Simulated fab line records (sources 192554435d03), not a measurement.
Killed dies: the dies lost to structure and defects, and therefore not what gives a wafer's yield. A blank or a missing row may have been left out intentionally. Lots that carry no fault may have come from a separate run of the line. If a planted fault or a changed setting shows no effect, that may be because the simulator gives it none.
The tool behind it: which one? + flow n5-finfet + 23 lots, 69 wafers sampled, at 6 steps of a route of 1938

WHAT THE GAUGES READ, wafer by wafer
The record holds no reading of a measuring or inspecting step that can be judged against a usual standard deviation.

WHICH TOOL RAN EACH LOT (tool, then ch and the chambers of the sampled wafers, then the start)
| lot  | N5_BEOL_M6_ETCH_65                 | N5_BEOL_M6_STRIP_80                           | N5_BEOL_M6_ALD_77                   | N5_BEOL_M6_SPUTTER_48        | N5_BEOL_M6_CMP_52             | N5_BEOL_M7_CURE_74            |
|------|------------------------------------|-----------------------------------------------|-------------------------------------|------------------------------|-------------------------------|-------------------------------|
| L075 | rie-diel-05 ch 0,2, day 9 00:42    | rie-diel-05 ch 0,2, day 9 02:02 or earlier    | ald-metal-02 ch 1,2, day 9 02:02    | pvd-sputter-01, day 9 02:44  | cmp-02 ch 0,1,2, day 9 03:28  | uv-cure-01 ch 2, day 9 04:06  |
| L074 | rie-diel-03 ch 0,2, day 9 01:28    | rie-diel-03 ch 0,2, day 9 02:59 or earlier    | ald-metal-01 ch 0,1,3, day 9 02:59  | pvd-sputter-02, day 9 03:35  | cmp-01 ch 0,1,2, day 9 04:27  | uv-cure-03 ch 1, day 9 05:16  |
| L076 | rie-diel-04 ch 0,2, day 9 02:57    | rie-diel-04 ch 0,2, day 9 04:14 or earlier    | ald-metal-04 ch 0,3, day 9 04:14    | pvd-sputter-01, day 9 06:34  | cmp-02 ch 1,2,3, day 9 07:06  | uv-cure-01 ch 0, day 9 07:38  |
| L077 | rie-diel-05 ch 1,2, day 9 10:56    | rie-diel-05 ch 1,2, day 9 12:04 or earlier    | ald-metal-01 ch 1,3, day 9 12:04    | pvd-sputter-01, day 9 12:35  | cmp-01 ch 0,2, day 9 13:47    | uv-cure-02 ch 2, day 9 14:29  |
| L078 | rie-diel-04 ch 0,2,3, day 9 13:10  | rie-diel-04 ch 0,2,3, day 9 15:19 or earlier  | ald-metal-01 ch 2,3, day 9 15:19    | pvd-sputter-03, day 9 15:53  | cmp-02 ch 0,1,3, day 9 16:25  | uv-cure-01 ch 0, day 9 16:59  |
| L079 | rie-diel-05 ch 0,3, day 9 23:28    | rie-diel-05 ch 0,3, day 10 00:32 or earlier   | ald-metal-02 ch 2,3, day 10 00:32   | pvd-sputter-01, day 10 02:37 | cmp-01 ch 2,3, day 10 03:08   | uv-cure-03 ch 2, day 10 03:56 |
| L081 | rie-diel-04 ch 0,1,3, day 10 05:44 | rie-diel-04 ch 0,1,3, day 10 06:57 or earlier | ald-metal-02 ch 0,1,3, day 10 06:57 | pvd-sputter-02, day 10 08:52 | cmp-04 ch 2,3, day 10 09:23   | uv-cure-02 ch 0, day 10 09:56 |
| L080 | rie-diel-04 ch 0,1,3, day 10 08:32 | rie-diel-04 ch 0,1,3, day 10 09:49 or earlier | ald-metal-02 ch 1,2,3, day 10 09:49 | pvd-sputter-03, day 10 10:22 | cmp-02 ch 0,1,3, day 10 10:52 | uv-cure-02 ch 0, day 10 11:30 |
| L083 | rie-diel-03 ch 0,1,2, day 10 15:09 | rie-diel-03 ch 0,1,2, day 10 16:47 or earlier | ald-metal-01 ch 0,1, day 10 16:47   | pvd-sputter-01, day 10 17:34 | cmp-02 ch 0,2,3, day 10 18:09 | uv-cure-02 ch 1, day 10 18:54 |
| L082 | rie-diel-03 ch 0,1, day 10 23:25   | rie-diel-03 ch 0,1, day 11 00:53 or earlier   | ald-metal-01 ch 0,1,2, day 11 00:53 | pvd-sputter-02, day 11 01:28 | cmp-02 ch 0,1,3, day 11 01:59 | uv-cure-03 ch 1, day 11 02:32 |
| L084 | rie-diel-03 ch 0,3, day 11 01:37   | rie-diel-03 ch 0,3, day 11 02:56 or earlier   | ald-metal-04 ch 1,2, day 11 02:56   | pvd-sputter-01, day 11 03:47 | cmp-02 ch 0,3, day 11 04:19   | uv-cure-03 ch 2, day 11 05:08 |
| L085 | rie-diel-05 ch 1,2,3, day 11 05:47 | rie-diel-05 ch 1,2,3, day 11 06:58 or earlier | ald-metal-01 ch 1,2, day 11 06:58   | pvd-sputter-03, day 11 07:52 | cmp-01 ch 0,3, day 11 08:37   | uv-cure-01 ch 1, day 11 09:19 |
| L087 | rie-diel-03 ch 0,2, day 11 14:53   | rie-diel-03 ch 0,2, day 11 15:53 or earlier   | ald-metal-02 ch 0,3, day 11 15:53   | pvd-sputter-03, day 11 16:38 | cmp-01 ch 2,3, day 11 17:08   | uv-cure-01 ch 0, day 11 17:58 |
| L086 | rie-diel-04 ch 0,2, day 11 15:04   | rie-diel-04 ch 0,2, day 11 16:28 or earlier   | ald-metal-04 ch 1,2, day 11 16:28   | pvd-sputter-03, day 11 16:59 | cmp-02 ch 0,1,2, day 11 18:03 | uv-cure-03 ch 0, day 11 18:38 |
| L088 | rie-diel-05 ch 0,1,2, day 12 08:38 | rie-diel-05 ch 0,1,2, day 12 11:25 or earlier | ald-metal-04 ch 0,2,3, day 12 11:25 | pvd-sputter-03, day 12 12:08 | cmp-01 ch 0,2,3, day 12 12:54 | uv-cure-01 ch 1, day 12 13:29 |
| L090 | rie-diel-04 ch 0,1,3, day 12 11:06 | rie-diel-04 ch 0,1,3, day 12 12:26 or earlier | ald-metal-01 ch 1,2,3, day 12 12:26 | pvd-sputter-03, day 12 12:55 | cmp-01 ch 1,2, day 12 13:53   | uv-cure-01 ch 2, day 12 14:28 |
| L089 | rie-diel-03 ch 2,3, day 12 11:16   | rie-diel-03 ch 2,3, day 12 12:30 or earlier   | ald-metal-02 ch 0,1,3, day 12 12:30 | pvd-sputter-02, day 12 12:58 | cmp-01 ch 0,1, day 12 14:23   | uv-cure-02 ch 0, day 12 15:02 |
| L091 | rie-diel-04 ch 0,3, day 13 06:37   | rie-diel-04 ch 0,3, day 13 07:54 or earlier   | ald-metal-04 ch 0,2, day 13 07:54   | pvd-sputter-01, day 13 10:13 | cmp-04 ch 0,3, day 13 11:01   | uv-cure-03 ch 1, day 13 11:40 |
| L094 | rie-diel-05 ch 2,3, day 13 13:26   | rie-diel-05 ch 2,3, day 13 14:32 or earlier   | ald-metal-01 ch 0,3, day 13 14:32   | pvd-sputter-02, day 13 15:59 | cmp-04 ch 2,3, day 13 16:29   | uv-cure-01 ch 2, day 13 17:07 |
| L092 | rie-diel-04 ch 1,2,3, day 13 13:37 | rie-diel-04 ch 1,2,3, day 13 16:04 or earlier | ald-metal-02 ch 0,1, day 13 16:04   | pvd-sputter-02, day 13 16:38 | cmp-01 ch 0,2,3, day 13 17:27 | uv-cure-02 ch 1, day 13 18:05 |
| L095 | rie-diel-04 ch 1,3, day 13 15:34   | rie-diel-04 ch 1,3, day 13 16:35 or earlier   | ald-metal-02 ch 0,1,2, day 13 16:35 | pvd-sputter-02, day 13 17:20 | cmp-01 ch 0,2,3, day 13 18:16 | uv-cure-03 ch 2, day 13 18:56 |
| L096 | rie-diel-03 ch 1,2, day 14 13:59   | rie-diel-03 ch 1,2, day 14 14:59 or earlier   | ald-metal-01 ch 1,2, day 14 14:59   | pvd-sputter-02, day 14 15:40 | cmp-02 ch 1,3, day 14 16:30   | uv-cure-02 ch 2, day 14 17:14 |
| L097 | rie-diel-04 ch 1,2,3, day 14 19:36 | rie-diel-04 ch 1,2,3, day 14 20:37 or earlier | ald-metal-02 ch 0,2,3, day 14 20:37 | pvd-sputter-03, day 14 21:20 | cmp-04 ch 1,2, day 14 22:29   | uv-cure-01 ch 0, day 14 23:08 |
- N5_BEOL_M6_ETCH_65: etches SiARC in CF4, target depth 15.6 nm, time 26 s.
- N5_BEOL_M6_STRIP_80: strips in N2/H2, time 10 s.
- N5_BEOL_M6_ALD_77: deposits TaN, target thk 2 nm, pulse time 2 s, purge time 3 s.
- N5_BEOL_M6_SPUTTER_48: material Cu, target thk 10 nm, time 1.667 s.
- N5_BEOL_M6_CMP_52: polishes, stops on SiCOH lowk, t overpolish 6.9 s, target thk 80 nm.
- N5_BEOL_M7_CURE_74: cures SiCOH lowk, time 240 s.

AS READ BY THE TOOLS THEMSELVES (means over the sampled wafers that have a number; for cases with no such wafer, the mark the record gives instead)
N5_BEOL_M6_ETCH_65. Usual: drypump-motor-current-A 5.6 A, standard deviation 0.46; etch-rf-on-time-s 25.6 s, standard deviation 1.2; oes-product-au 0.69 a.u., standard deviation 0.089; rf-fwd-power-W 532.5 W, standard deviation 2.1; rf-vpp-V 184.0 V, standard deviation 1.3; showerhead-plenum-p-Torr 2.14 Torr, standard deviation 0.094; throttle-valve-pct 15.6 %, standard deviation 0.3.
| lot  | tool        | drypump-motor-current-A (A) | etch-rf-on-time-s (s) | oes-product-au (a.u.) | rf-fwd-power-W (W) | rf-vpp-V (V) | showerhead-plenum-p-Torr (Torr) | throttle-valve-pct (%) | flag |
|------|-------------|-----------------------------|-----------------------|-----------------------|--------------------|--------------|---------------------------------|------------------------|------|
| L075 | rie-diel-05 | 6.0                         | 26.4                  | 0.74                  | 535.0              | 182.3        | 2.07                            | 15.3                   |      |
| L074 | rie-diel-03 | 5.4                         | 24.5                  | 0.73                  | 528.9              | 185.0        | 2.20                            | 15.4                   |      |
| L076 | rie-diel-04 | 5.9                         | 25.8                  | 0.67                  | 533.7              | 183.0        | 2.07                            | 15.7                   |      |
| L077 | rie-diel-05 | 6.4                         | 26.3                  | 0.76                  | 534.2              | 185.3        | 2.20                            | 15.5                   |      |
| L078 | rie-diel-04 | 5.7                         | 25.1                  | 0.75                  | 530.4              | 184.3        | 2.15                            | 15.4                   |      |
| L079 | rie-diel-05 | 5.8                         | 25.7                  | 0.75                  | 533.9              | 183.8        | 2.13                            | 15.4                   |      |
| L081 | rie-diel-04 | 5.2                         | 25.4                  | 0.75                  | 532.9              | 185.4        | 2.16                            | 15.4                   |      |
| L080 | rie-diel-04 | 5.2                         | 25.5                  | 0.75                  | 533.8              | 183.4        | 2.16                            | 15.4                   |      |
| L083 | rie-diel-03 | 5.6                         | 24.9                  | 0.69                  | 532.6              | 184.2        | 2.13                            | 15.6                   |      |
| L082 | rie-diel-03 | 5.9                         | 25.2                  | 0.68                  | 532.2              | 184.1        | 2.13                            | 15.8                   |      |
| L084 | rie-diel-03 | 5.4                         | 24.6                  | 0.69                  | 531.5              | 184.9        | 2.21                            | 15.5                   |      |
| L085 | rie-diel-05 | 6.2                         | 25.9                  | 0.69                  | 532.9              | 183.8        | 2.18                            | 15.5                   |      |
| L087 | rie-diel-03 | 5.3                         | 24.9                  | 0.69                  | 531.8              | 184.5        | 2.13                            | 15.5                   |      |
| L086 | rie-diel-04 | 5.9                         | 26.2                  | 0.65                  | 531.1              | 183.9        | 2.06                            | 15.7                   |      |
| L088 | rie-diel-05 | 6.2                         | 26.3                  | 0.71                  | 533.4              | 184.2        | 2.12                            | 15.5                   |      |
| L090 | rie-diel-04 | 5.2                         | 25.4                  | 0.72                  | 533.1              | 184.0        | 2.15                            | 15.5                   |      |
| L089 | rie-diel-03 | 5.3                         | 25.6                  | 0.63                  | 531.1              | 183.3        | 2.08                            | 15.7                   |      |
| L091 | rie-diel-04 | 5.4                         | 24.3                  | 0.78                  | 529.5              | 185.3        | 2.22                            | 15.2                   |      |
| L094 | rie-diel-05 | 6.1                         | 25.9                  | 0.62                  | 531.4              | 183.4        | 2.10                            | 15.6                   |      |
| L092 | rie-diel-04 | 5.5                         | 25.8                  | 0.72                  | 532.8              | 185.1        | 2.19                            | 15.6                   |      |
| L095 | rie-diel-04 | 5.0                         | 27.0                  | 0.63                  | 532.9              | 183.1        | 2.11                            | 15.8                   |      |
| L096 | rie-diel-03 | 5.7                         | 25.2                  | 0.63                  | 531.5              | 183.2        | 2.06                            | 16.0                   |      |
| L097 | rie-diel-04 | 5.4                         | 26.1                  | 0.70                  | 533.7              | 184.6        | 2.19                            | 15.6                   |      |

N5_BEOL_M6_STRIP_80. Usual: drypump-motor-current-A 5.6 A, standard deviation 0.46; n2-flow-sccm 200.0 sccm, standard deviation 0.57; oes-product-au 0.81 a.u., standard deviation 0.099; rf-vpp-V 59.1 V, standard deviation 0.94; showerhead-plenum-p-Torr 2.54 Torr, standard deviation 0.12; throttle-valve-pct 23.56 %, standard deviation 0.19.
| lot  | tool        | drypump-motor-current-A (A) | n2-flow-sccm (sccm) | oes-product-au (a.u.) | rf-vpp-V (V) | showerhead-plenum-p-Torr (Torr) | throttle-valve-pct (%) | flag |
|------|-------------|-----------------------------|---------------------|-----------------------|--------------|---------------------------------|------------------------|------|
| L075 | rie-diel-05 | 6.0                         | 200.0               | 0.88                  | 59.5         | 2.46                            | 23.47                  |      |
| L074 | rie-diel-03 | 5.4                         | 200.2               | 0.85                  | 59.2         | 2.61                            | 23.36                  |      |
| L076 | rie-diel-04 | 6.0                         | 199.8               | 0.77                  | 59.4         | 2.47                            | 23.88                  |      |
| L077 | rie-diel-05 | 6.4                         | 200.7               | 0.90                  | 59.7         | 2.61                            | 23.31                  |      |
| L078 | rie-diel-04 | 5.7                         | 200.0               | 0.86                  | 59.2         | 2.56                            | 23.64                  |      |
| L079 | rie-diel-05 | 5.8                         | 200.1               | 0.87                  | 59.8         | 2.54                            | 23.56                  |      |
| L081 | rie-diel-04 | 5.2                         | 199.7               | 0.87                  | 59.3         | 2.57                            | 23.51                  |      |
| L080 | rie-diel-04 | 5.2                         | 199.5               | 0.86                  | 58.6         | 2.57                            | 23.51                  |      |
| L083 | rie-diel-03 | 5.6                         | 200.2               | 0.80                  | 58.6         | 2.51                            | 23.45                  |      |
| L082 | rie-diel-03 | 5.8                         | 200.2               | 0.78                  | 58.5         | 2.49                            | 23.46                  |      |
| L084 | rie-diel-03 | 5.5                         | 199.4               | 0.80                  | 59.1         | 2.62                            | 23.43                  |      |
| L085 | rie-diel-05 | 6.3                         | 199.7               | 0.82                  | 59.2         | 2.60                            | 23.50                  |      |
| L087 | rie-diel-03 | 5.3                         | 200.4               | 0.80                  | 59.0         | 2.51                            | 23.45                  |      |
| L086 | rie-diel-04 | 6.0                         | 200.5               | 0.75                  | 58.8         | 2.46                            | 23.92                  |      |
| L088 | rie-diel-05 | 6.2                         | 200.0               | 0.83                  | 59.4         | 2.52                            | 23.42                  |      |
| L090 | rie-diel-04 | 5.2                         | 200.2               | 0.83                  | 59.6         | 2.56                            | 23.53                  |      |
| L089 | rie-diel-03 | 5.3                         | 199.9               | 0.74                  | 58.9         | 2.45                            | 23.58                  |      |
| L091 | rie-diel-04 | 5.4                         | 199.9               | 0.88                  | 59.7         | 2.65                            | 23.45                  |      |
| L094 | rie-diel-05 | 6.2                         | 199.6               | 0.73                  | 59.2         | 2.51                            | 23.65                  |      |
| L092 | rie-diel-04 | 5.4                         | 199.7               | 0.84                  | 59.1         | 2.60                            | 23.59                  |      |
| L095 | rie-diel-04 | 5.0                         | 200.3               | 0.74                  | 58.6         | 2.49                            | 23.59                  |      |
| L096 | rie-diel-03 | 5.7                         | 199.5               | 0.73                  | 58.5         | 2.40                            | 23.57                  |      |
| L097 | rie-diel-04 | 5.5                         | 200.2               | 0.82                  | 59.4         | 2.59                            | 23.60                  |      |

N5_BEOL_M6_ALD_77. Usual: heater-power-w reads 443 W (standard deviation 52).
| lot  | tool         | heater-power-w (W) | flag |
|------|--------------|--------------------|------|
| L075 | ald-metal-02 | 421                |      |
| L074 | ald-metal-01 | 467                |      |
| L076 | ald-metal-04 | 397                |      |
| L077 | ald-metal-01 | 457                |      |
| L078 | ald-metal-01 | 467                |      |
| L079 | ald-metal-02 | 470                |      |
| L081 | ald-metal-02 | 428                |      |
| L080 | ald-metal-02 | 438                |      |
| L083 | ald-metal-01 | 413                |      |
| L082 | ald-metal-01 | 417                |      |
| L084 | ald-metal-04 | 491                |      |
| L085 | ald-metal-01 | 412                |      |
| L087 | ald-metal-02 | 443                |      |
| L086 | ald-metal-04 | 493                |      |
| L088 | ald-metal-04 | 402                |      |
| L090 | ald-metal-01 | 465                |      |
| L089 | ald-metal-02 | 429                |      |
| L091 | ald-metal-04 | 404                |      |
| L094 | ald-metal-01 | 515                |      |
| L092 | ald-metal-02 | 427                |      |
| L095 | ald-metal-02 | 443                |      |
| L096 | ald-metal-01 | 411                |      |
| L097 | ald-metal-02 | 466                |      |

N5_BEOL_M6_SPUTTER_48. Usual: throttle-valve-pct reads 30.2 % (standard deviation 1.3).
| lot  | tool           | throttle-valve-pct (%) | flag |
|------|----------------|------------------------|------|
| L075 | pvd-sputter-01 | 29.0                   |      |
| L074 | pvd-sputter-02 | 30.9                   |      |
| L076 | pvd-sputter-01 | 29.1                   |      |
| L077 | pvd-sputter-01 | 28.9                   |      |
| L078 | pvd-sputter-03 | 30.6                   |      |
| L079 | pvd-sputter-01 | 30.2                   |      |
| L081 | pvd-sputter-02 | 30.6                   |      |
| L080 | pvd-sputter-03 | 31.5                   |      |
| L083 | pvd-sputter-01 | 30.2                   |      |
| L082 | pvd-sputter-02 | 29.3                   |      |
| L084 | pvd-sputter-01 | 29.7                   |      |
| L085 | pvd-sputter-03 | 30.9                   |      |
| L087 | pvd-sputter-03 | 31.1                   |      |
| L086 | pvd-sputter-03 | 30.7                   |      |
| L088 | pvd-sputter-03 | 30.4                   |      |
| L090 | pvd-sputter-03 | 30.6                   |      |
| L089 | pvd-sputter-02 | 29.7                   |      |
| L091 | pvd-sputter-01 | 29.7                   |      |
| L094 | pvd-sputter-02 | 31.1                   |      |
| L092 | pvd-sputter-02 | 30.8                   |      |
| L095 | pvd-sputter-02 | 30.2                   |      |
| L096 | pvd-sputter-02 | 30.2                   |      |
| L097 | pvd-sputter-03 | 32.1                   |      |

N5_BEOL_M6_CMP_52. Usual: barrier-field-endpoint-s 28.9 s, standard deviation 0.92; motor-current-A 5.6 A, standard deviation 0.62; overpolish-run-s 6.901 s, standard deviation 0.0089; retaining-ring-pressure-frac 1.000, standard deviation 0.005; slurry-filter-dp-kPa 13.49 kPa, standard deviation 0.14; time-to-endpoint-s 62 s, standard deviation 4.2.
| lot  | tool   | barrier-field-endpoint-s (s) | motor-current-A (A) | overpolish-run-s (s) | retaining-ring-pressure-frac | slurry-filter-dp-kPa (kPa) | time-to-endpoint-s (s) | flag |
|------|--------|------------------------------|---------------------|----------------------|------------------------------|----------------------------|------------------------|------|
| L075 | cmp-02 | 29.2                         | 5.6                 | 6.904                | 0.999                        | 13.45                      | 63                     |      |
| L074 | cmp-01 | 29.4                         | 5.8                 | 6.905                | 0.995                        | 13.46                      | 65                     |      |
| L076 | cmp-02 | 29.1                         | 5.7                 | 6.902                | 1.000                        | 13.45                      | 65                     |      |
| L077 | cmp-01 | 28.0                         | 5.7                 | 6.899                | 1.002                        | 13.51                      | 57                     |      |
| L078 | cmp-02 | 28.6                         | 5.5                 | 6.901                | 1.003                        | 13.50                      | 65                     |      |
| L079 | cmp-01 | 28.8                         | 5.6                 | 6.905                | 1.000                        | 13.53                      | 62                     |      |
| L081 | cmp-04 | 28.6                         | 5.8                 | 6.904                | 1.000                        | 13.56                      | 64                     |      |
| L080 | cmp-02 | 29.3                         | 5.6                 | 6.897                | 1.008                        | 13.37                      | 68                     |      |
| L083 | cmp-02 | 29.9                         | 5.8                 | 6.893                | 0.999                        | 13.58                      | 68                     |      |
| L082 | cmp-02 | 28.6                         | 5.7                 | 6.903                | 1.001                        | 13.59                      | 65                     |      |
| L084 | cmp-02 | 29.7                         | 5.8                 | 6.900                | 1.007                        | 13.46                      | 67                     |      |
| L085 | cmp-01 | 27.9                         | 5.1                 | 6.902                | 1.001                        | 13.42                      | 59                     |      |
| L087 | cmp-01 | 27.9                         | 5.5                 | 6.897                | 0.998                        | 13.57                      | 58                     |      |
| L086 | cmp-02 | 28.7                         | 5.7                 | 6.904                | 1.006                        | 13.47                      | 58                     |      |
| L088 | cmp-01 | 28.8                         | 5.3                 | 6.893                | 1.001                        | 13.44                      | 59                     |      |
| L090 | cmp-01 | 29.1                         | 6.4                 | 6.902                | 1.000                        | 13.57                      | 62                     |      |
| L089 | cmp-01 | 28.4                         | 6.1                 | 6.900                | 0.999                        | 13.57                      | 63                     |      |
| L091 | cmp-04 | 30.0                         | 6.2                 | 6.903                | 0.996                        | 13.48                      | 61                     |      |
| L094 | cmp-04 | 30.6                         | 5.9                 | 6.892                | 0.998                        | 13.40                      | 63                     |      |
| L092 | cmp-01 | 28.8                         | 5.3                 | 6.906                | 1.003                        | 13.57                      | 59                     |      |
| L095 | cmp-01 | 28.7                         | 5.2                 | 6.908                | 0.997                        | 13.40                      | 59                     |      |
| L096 | cmp-02 | 28.0                         | 5.2                 | 6.906                | 1.002                        | 13.58                      | 60                     |      |
| L097 | cmp-04 | 30.6                         | 5.2                 | 6.900                | 0.998                        | 13.32                      | 69                     |      |

N5_BEOL_M7_CURE_74. Usual: lamp-power-pct 52.31 %, standard deviation 0.053; wafer_temp_C_max 386.9, standard deviation 0.68.
| lot  | tool       | lamp-power-pct (%) | wafer_temp_C_max | flag |
|------|------------|--------------------|------------------|------|
| L075 | uv-cure-01 | 52.29              | 386.3            |      |
| L074 | uv-cure-03 | 52.31              | 386.3            |      |
| L076 | uv-cure-01 | 52.29              | 386.5            |      |
| L077 | uv-cure-02 | 52.27              | 386.5            |      |
| L078 | uv-cure-01 | 52.30              | 386.9            |      |
| L079 | uv-cure-03 | 52.32              | 388.0            |      |
| L081 | uv-cure-02 | 52.37              | 387.0            |      |
| L080 | uv-cure-02 | 52.32              | 387.2            |      |
| L083 | uv-cure-02 | 52.33              | 387.1            |      |
| L082 | uv-cure-03 | 52.31              | 386.5            |      |
| L084 | uv-cure-03 | 52.32              | 387.5            |      |
| L085 | uv-cure-01 | 52.32              | 387.8            |      |
| L087 | uv-cure-01 | 52.25              | 386.6            |      |
| L086 | uv-cure-03 | 52.34              | 387.1            |      |
| L088 | uv-cure-01 | 52.34              | 387.5            |      |
| L090 | uv-cure-01 | 52.34              | 386.3            |      |
| L089 | uv-cure-02 | 52.33              | 387.2            |      |
| L091 | uv-cure-03 | 52.30              | 386.0            |      |
| L094 | uv-cure-01 | 52.33              | 386.0            |      |
| L092 | uv-cure-02 | 52.30              | 386.4            |      |
| L095 | uv-cure-03 | 52.28              | 387.4            |      |
| L096 | uv-cure-02 | 52.35              | 386.8            |      |
| L097 | uv-cure-01 | 52.27              | 386.6            |      |

THE ANSWER, worked out from the rows above alone
Rule: take the mean of a lot's wafers that have a number; if it is more than 3 standard deviations from the usual mean, the lot is off. A lot without any number at a reading at which 4 lots or more have one is off too. Any other lot the step has rows for is counted as sound. After the gauges, taken in route order, come the tools' own readings; for these a lot's mean is taken, as printed above. The first step at which some lot is off is used, and at that step the reading that is off furthest; a lot without a number counts as furthest.
Nothing can be told from this: no lot is off at any reading shown.

WHAT HAD BEEN PUT IN BY THE SIMULATOR
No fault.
